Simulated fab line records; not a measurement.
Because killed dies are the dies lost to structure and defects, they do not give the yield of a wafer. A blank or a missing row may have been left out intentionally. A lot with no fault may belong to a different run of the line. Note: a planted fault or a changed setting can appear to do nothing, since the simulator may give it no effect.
Lot-split experiment + flow n5 finfet + 21 wafers read across 7 lots, on a route 1938 steps long

== THE SPLIT ITSELF ==
At N5_BEOL_M10_COAT_22 (resist thk 90 nm), the setting spin rpm was moved away from the recipe's 1500 rpm on 8 of the 21 wafers read, by -7.9% to +9.0%. This setting was run at the recipe's value on the other wafers.

== FROM THE SPLIT TO THE READING: what the file shows between them, 3 steps ==
- N5_BEOL_M10_EBR_24
- N5_BEOL_M10_SOFTBAKE_23: time 60 s
- N5_BEOL_M10_DESCUM_33: chemistry O2, time 7.9 s

== THE READING ==
CAR-ArF_of_BEOL_M10_COAT_22.thk nm (the simulator's own value, which no gauge read), in nm, at N5_BEOL_M10_ETCH_65 (etches SiARC in CF4, target depth 39 nm, time 65 s). The file gives no usual value for it. Across the 13 wafers here that went through the recipe, the average is 55.7 nm and the standard deviation 0.28 nm.

| wafer  | tool, chamber at the split | spin rpm as run, rpm | against the recipe | CAR-ArF_of_BEOL_M10_COAT_22.thk nm, nm | against lot-mates on the recipe |
|--------|----------------------------|----------------------|--------------------|----------------------------------------|---------------------------------|
| L080.1 | litho track-04, 0          | 1386                 | -7.6%              | 59.8                                   | +4.4                            |
| L080.4 | litho track-04, 0          | 1386                 | -7.6%              | 59.2                                   | +3.8                            |
| L080.6 | litho track-04, 0          | 1500                 | recipe             | 55.4                                   | -                               |
| L081.3 | litho track-04, 0          | 1500                 | recipe             | 55.8                                   | -                               |
| L081.4 | litho track-04, 0          | 1500                 | recipe             | 55.6                                   | -                               |
| L081.5 | litho track-04, 0          | 1500                 | recipe             | 55.4                                   | -                               |
| L085.3 | litho track-02, 0          | 1500                 | recipe             | 55.6                                   | -                               |
| L085.4 | litho track-02, 0          | 1500                 | recipe             | 56.2                                   | -                               |
| L085.5 | litho track-02, 0          | 1500                 | recipe             | 56                                     | -                               |
| L089.2 | litho track-01, 0          | 1390                 | -7.3%              | 59.8                                   | +3.9                            |
| L089.4 | litho track-01, 0          | 1500                 | recipe             | 55.8                                   | -                               |
| L089.5 | litho track-01, 0          | 1500                 | recipe             | 56                                     | -                               |
| L092.1 | litho track-01, 0          | 1381                 | -7.9%              | 60                                     | no lot-mate on the recipe       |
| L092.4 | litho track-01, 0          | 1381                 | -7.9%              | 59.2                                   | no lot-mate on the recipe       |
| L092.6 | litho track-01, 0          | 1381                 | -7.9%              | 60.4                                   | no lot-mate on the recipe       |
| L095.3 | litho track-01, 0          | 1635                 | +9.0%              | 51.2                                   | -4.0                            |
| L095.4 | litho track-01, 0          | 1635                 | +9.0%              | 50.6                                   | -4.6                            |
| L095.5 | litho track-01, 0          | 1500                 | recipe             | 55.2                                   | -                               |
| L094.3 | litho track-01, 0          | 1500                 | recipe             | 55.8                                   | -                               |
| L094.4 | litho track-01, 0          | 1500                 | recipe             | 55.6                                   | -                               |
| L094.5 | litho track-01, 0          | 1500                 | recipe             | 55.4                                   | -                               |

THE FIT
A straight line over all 21 wafers: CAR-ArF_of_BEOL_M10_COAT_22.thk nm changes by -0.527 nm for each +1% of spin rpm; r = -0.99; the points scatter about the line by 0.34 nm.
The same after taking each lot's own level away (the mean of its wafers on the recipe; 18 wafers): -0.507 nm for each +1%; r = -0.99; scatter 0.24 nm.
Per that fit: largest spin rpm move, reading shift of 4.6 nm.
Across the lots, their own levels run from 55.20 to 55.93 nm, a range of 2.6 times the standard deviation given above.
The two slopes are in agreement: the lot-to-lot level therefore moves the slope only a little.
Check: -4.73 nm against its lot-mates is what the line predicts for one of the wafers moved furthest among these (+9.0%) when that wafer is left out of the fit. It came out at -4 nm against them.

== ADDITIONAL SPLITS CARRIED BY THESE WAFERS ==
Before the reading, these wafers also passed through other splits. Each is held against what the fit with the lots' levels taken away leaves over:
| other split on the same wafers   | wafers away from the commonest value | r with CAR-ArF_of_BEOL_M10_COAT_22.thk nm (lot level and that fit taken away) |
|----------------------------------|--------------------------------------|-------------------------------------------------------------------------------|
| N5_BEOL_M8_EXPOSE_08 dose mj     | 7                                    | +0.01                                                                         |
| N5_BEOL_M8_DESCUM_33 time s      | 10                                   | -0.12                                                                         |
| N5_BEOL_M8_TRENCH_ETCH_37 bias w | 4                                    | -0.13                                                                         |
| N5_BEOL_M9_ETCH_61 source w      | 6                                    | -0.06                                                                         |
| N5_BEOL_M10_COAT_64 spin rpm     | 8                                    | +0.41                                                                         |

== THE WHOLE CHAIN: every reading that the file lists as answering this split, in the file's order ==
| step                | what it does                                       | reading                                                                             | change (the file's fit)               | r (the file's) |
|---------------------|----------------------------------------------------|-------------------------------------------------------------------------------------|---------------------------------------|----------------|
| N5_BEOL_M10_COAT_22 | resist thk 90 nm                                   | CAR-ArF_of_BEOL_M10_COAT_22.thk nm (the simulator's own value, which no gauge read) | -0.469 nm for each +1% of the setting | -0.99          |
| N5_BEOL_M10_ETCH_65 | etches SiARC in CF4, target depth 39 nm, time 65 s | CAR-ArF_of_BEOL_M10_COAT_22.thk nm (the simulator's own value, which no gauge read) | -0.511 nm for each +1% of the setting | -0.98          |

== THE FILE'S OWN FIT ==
CAR-ArF_of_BEOL_M10_COAT_22.thk nm changes by -0.511 nm for each +1% of spin rpm, r = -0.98.
